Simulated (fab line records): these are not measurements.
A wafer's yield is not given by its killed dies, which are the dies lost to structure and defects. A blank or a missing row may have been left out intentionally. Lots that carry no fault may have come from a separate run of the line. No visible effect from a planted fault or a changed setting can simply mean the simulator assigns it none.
Matching of chambers || flow n5-finfet || N5_HKMG_FIN_ALD_79 on ald-metal-03: 4 sister chambers
The step deposits TiN, target thk 1.5 nm, pulse time 1 s, purge time 3 s. 8 wafers are shown with their chamber, then 10 later ones without.

== WAFERS, EACH WITH ITS CHAMBER ==
{"wafer": "L083.1", "chamber": 2, "heater-power-w (W)": 1004, "precursor-pulse-height-rel": 0.999}
{"wafer": "L083.2", "chamber": 3, "heater-power-w (W)": 897, "precursor-pulse-height-rel": 1.012}
{"wafer": "L083.5", "chamber": 2, "heater-power-w (W)": 985, "precursor-pulse-height-rel": 0.979}
{"wafer": "L084.1", "chamber": 1, "heater-power-w (W)": 841, "precursor-pulse-height-rel": 1.061}
{"wafer": "L084.4", "chamber": 3, "heater-power-w (W)": 918, "precursor-pulse-height-rel": 1.009}
{"wafer": "L084.6", "chamber": 0, "heater-power-w (W)": 927, "precursor-pulse-height-rel": 0.981}
{"wafer": "L086.1", "chamber": 0, "heater-power-w (W)": 955, "precursor-pulse-height-rel": 1.046}
{"wafer": "L086.5", "chamber": 1, "heater-power-w (W)": 843, "precursor-pulse-height-rel": 1.005}

== WAFERS MISSING THEIR CHAMBER ==
{"wafer": "L086.6", "heater-power-w (W)": 984, "precursor-pulse-height-rel": 1.003}
{"wafer": "L088.1", "heater-power-w (W)": 968, "precursor-pulse-height-rel": 1.015}
{"wafer": "L088.3", "heater-power-w (W)": 872, "precursor-pulse-height-rel": 1.043}
{"wafer": "L088.6", "heater-power-w (W)": 936, "precursor-pulse-height-rel": 1.014}
{"wafer": "L093.1", "heater-power-w (W)": 988, "precursor-pulse-height-rel": 0.981}
{"wafer": "L093.4", "heater-power-w (W)": 912, "precursor-pulse-height-rel": 0.977}
{"wafer": "L093.6", "heater-power-w (W)": 890, "precursor-pulse-height-rel": 1.021}
{"wafer": "L097.2", "heater-power-w (W)": 894, "precursor-pulse-height-rel": 0.973}
{"wafer": "L097.3", "heater-power-w (W)": 923, "precursor-pulse-height-rel": 1.006}
{"wafer": "L097.6", "heater-power-w (W)": 934, "precursor-pulse-height-rel": 1.029}

== EACH ONE'S CHAMBER ==
{"wafer": "L086.6", "from the rows above": 2, "in truth": 2}
{"wafer": "L088.1", "from the rows above": "can't be placed: 0 or 2", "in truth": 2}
{"wafer": "L088.3", "from the rows above": "can't be placed: 1 or 3", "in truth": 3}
{"wafer": "L088.6", "from the rows above": "can't be placed: 0 or 3", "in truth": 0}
{"wafer": "L093.1", "from the rows above": 2, "in truth": 2}
{"wafer": "L093.4", "from the rows above": "can't be placed: 3 or 0", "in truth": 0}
{"wafer": "L093.6", "from the rows above": 3, "in truth": 3}
{"wafer": "L097.2", "from the rows above": 3, "in truth": 3}
{"wafer": "L097.3", "from the rows above": "can't be placed: 3 or 0", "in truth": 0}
{"wafer": "L097.6", "from the rows above": "can't be placed: 0 or 3", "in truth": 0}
Correctly placed: 4 of 10. From these rows, 6 cannot be placed; in 6 the true chamber is one of the candidates. Placed wrongly: 0.
How it was worked out, from the rows above alone: a wafer's distance from a chamber is the root of the sum, over the readings, of the square of ((its reading less the chamber's mean) divided by the reading's scatter). The wafer belongs to the nearest chamber; if the next one is less than 2 further off, it can't be placed. A chamber's mean is the mean of its shown wafers. How the scatter is found: for the shown wafers, subtract from each reading the mean of its chamber, square and add these, divide the total by (wafers less chambers), then take the root.
